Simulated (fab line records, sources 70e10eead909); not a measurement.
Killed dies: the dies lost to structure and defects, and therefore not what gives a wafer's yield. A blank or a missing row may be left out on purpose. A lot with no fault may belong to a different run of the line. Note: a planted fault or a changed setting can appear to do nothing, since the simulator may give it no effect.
What tool caused it?	flow nand_harc	39 wafers from 13 lots sampled at 5 of the route's 1302 steps

## WHAT EACH GAUGE READ, for each wafer
NHARC_A_BONDPAD_THK_MEAS_20: measures by xrf.
lot	measured	on	thk_nm (nm)
L350	day 26 06:02	film_metro-01	169.2 171.8 171.1
L352	day 27 09:08	film_metro-01	170.7 168.3 169.5
L351	day 27 21:01	film_metro-02	171.8 170.0 169.5
L354	day 28 05:20	film_metro-02	170.0 168.6 167.3
L358	day 29 13:07	film_metro-01	168.0 170.3 172.1
L359	day 29 13:26	film_metro-02	169.5 168.4 171.1
L357	day 29 18:58	film_metro-01	167.8 169.9 170.8
L360	day 30 16:49	film_metro-02	169.9 168.9 168.5
L361	day 31 05:40	film_metro-01	170.6 170.4 170.1
L362	day 31 06:52	film_metro-02	169.5 168.0 171.9
L363	day 31 20:56	film_metro-02	167.8 171.0 171.3
L364	day 32 15:58	film_metro-02	168.8 168.4 168.3
L365	day 32 17:05	film_metro-02	168.9 170.2 167.9

NHARC_A_BONDPAD_INSPECT_23.
lot	measured	on	raw_defect_count
L350	day 26 06:17	defect_inspect-02	438 444 481
L352	day 27 09:20	defect_inspect-02	714 493 582
L351	day 27 21:13	defect_inspect-02	787 925 656
L354	day 28 05:32	defect_inspect-02	367 406 411
L358	day 29 13:21	defect_inspect-02	948 678 727
L359	day 29 13:38	defect_inspect-01	399 707 711
L357	day 29 19:12	defect_inspect-01	458 380 440
L360	day 30 17:02	defect_inspect-02	523 690 499
L361	day 31 05:52	defect_inspect-01	555 464 530
L362	day 31 07:05	defect_inspect-01	565 543 550
L363	day 31 21:08	defect_inspect-01	529 414 460
L364	day 32 16:10	defect_inspect-01	468 433 537
L365	day 32 17:17	defect_inspect-01	731 461 563

NHARC_END_SORT_01.
lot	measured	on	defect_limited_yield (%)	killed_at_array	killed_at_other	killed_at_periphery	killed_dies	killed_open	killed_short	sort_bin_2_pct (%)	sort_bin_3_pct (%)	sort_bin_4_pct (%)	sort_n_pass	sort_rim_yield_pct (%)	sort_yield_pct (%)
L352	day 28 12:35	prober-01	0 0 0	35 36 37	639 637 637	3 4 3	677 677 677	8 4 4	3 1 3	95.6 94.8 96.2	0.4 0.3 0.3	4.0 4.9 3.5	0 0 0	0 0 0	0 0 0
L351	day 29 05:36	prober-01	0 0 0	81 81 64	593 592 608	3 4 5	677 677 677	3 7 5	2 1 2	91.9 92.0 92.6	0.4 0.7 1.5	7.7 7.2 5.9	0 0 0	0 0 0	0 0 0
L354	day 29 15:25	prober-02	0 0 0	20 24 22	654 645 649	3 8 6	677 677 677	3 2 6	0 3 5	97.8 96.5 97.3	0.1 0.4 0.1	2.1 3.1 2.5	0 0 0	0 0 0	0 0 0

## WHICH TOOL RAN EACH LOT (tool, then ch and the chambers of the sampled wafers, then the start)
lot	NHARC_THIN_TSV_DEGAS_53	NHARC_THIN_TSV_ETCH_36
L350	pvd_sputter-01, day 27 01:40	rie_metal-03 ch 0,1, day 27 03:22
L352	pvd_sputter-02, day 28 02:39	rie_metal-01 ch 1, day 28 04:19
L351	pvd_sputter-02, day 28 14:46	rie_metal-02 ch 0,1, day 28 16:20
L354	pvd_sputter-01, day 29 04:45	rie_metal-03 ch 0,1, day 29 06:27
L358	pvd_sputter-01, day 30 08:52	rie_metal-02 ch 0,1, day 30 10:38
L359	pvd_sputter-02, day 30 08:08	rie_metal-03 ch 0,1, day 30 09:50
L357	pvd_sputter-01, day 30 13:05	rie_metal-03 ch 1, day 30 14:50
L360	pvd_sputter-02, day 31 10:22	rie_metal-02 ch 0,1, day 31 11:56
L361	pvd_sputter-02, day 32 08:44	rie_metal-03 ch 0,1, day 32 10:25
L362	pvd_sputter-01, day 32 09:19	rie_metal-02 ch 0,1, day 32 11:00
L363	pvd_sputter-02, day 32 16:25	rie_metal-01 ch 0,1, day 32 18:07
L364	pvd_sputter-03, day 33 11:20	rie_metal-02 ch 0,1, day 33 13:01
L365	pvd_sputter-03, day 33 10:05	rie_metal-01 ch 0,1, day 33 11:47
- NHARC_THIN_TSV_DEGAS_53: time 60 s.
- NHARC_THIN_TSV_ETCH_36: etches the open film in Cl2/BCl3, target depth 65 nm, time 18.571 s.

## WHAT THE TOOLS THEMSELVES READ (means of the sampled wafers that have a number; where no wafer has one, the mark that the record gives instead)
NHARC_THIN_TSV_DEGAS_53.
lot	tool	heater_power_w (W)
L350	pvd_sputter-01	454
L352	pvd_sputter-02	479
L351	pvd_sputter-02	472
L354	pvd_sputter-01	443
L358	pvd_sputter-01	438
L359	pvd_sputter-02	482
L357	pvd_sputter-01	405
L360	pvd_sputter-02	490
L361	pvd_sputter-02	488
L362	pvd_sputter-01	402
L363	pvd_sputter-02	466
L364	pvd_sputter-03	474
L365	pvd_sputter-03	476

NHARC_THIN_TSV_ETCH_36.
lot	tool	chamber_pressure_mTorr (mTorr)	drypump_motor_current_A (A)	oes_product_au (a.u.)
L350	rie_metal-03	10.008	5.2	1.001
L352	rie_metal-01	-	-	-
L351	rie_metal-02	-	-	-
L354	rie_metal-03	-	-	-
L358	rie_metal-02	10.005	5.9	0.985
L359	rie_metal-03	10.016	5.2	1.007
L357	rie_metal-03	9.986	5.9	1.011
L360	rie_metal-02	9.993	6.0	1.002
L361	rie_metal-03	9.994	5.2	1.002
L362	rie_metal-02	10.000	6.0	0.993
L363	rie_metal-01	9.995	5.5	1.002
L364	rie_metal-02	9.997	6.1	0.993
L365	rie_metal-01	10.003	5.5	1.011

## THE ANSWER, worked out from the rows above alone
Rule: what is usual is taken from the lots themselves. The widest of any qualifying gaps counts: lots, ordered by their means at a reading, are off when they make up no more than a third of the lots, leave a main group of 4 or more, and stand apart from it by 3 or more times the standard deviation of that group's means. The tables above print the reading to a certain number of digits; a main group whose means all agree to those digits is not used. Also off: a lot with no number at a reading for which 4 or more lots have one. All remaining lots with rows at the step are treated as sound. The gauges are gone through in route order, then the tools' own readings, and for those a lot's mean is taken as printed above. The first step at which some lot is off is used, and at that step the reading that is off furthest; a lot without a number counts as furthest.
Off at NHARC_THIN_TSV_ETCH_36 (chamber_pressure_mTorr): L352, L351, L354. Without a number there: L352, L351, L354. For the main group the mean is 10.000 mTorr and the standard deviation 0.0082.
A tool fits if, at that step or a process step before it, it ran every lot that is off, and no sound lot after the first of them. No candidate that was tried fits.

## WHAT THE SIMULATOR HAD INSERTED
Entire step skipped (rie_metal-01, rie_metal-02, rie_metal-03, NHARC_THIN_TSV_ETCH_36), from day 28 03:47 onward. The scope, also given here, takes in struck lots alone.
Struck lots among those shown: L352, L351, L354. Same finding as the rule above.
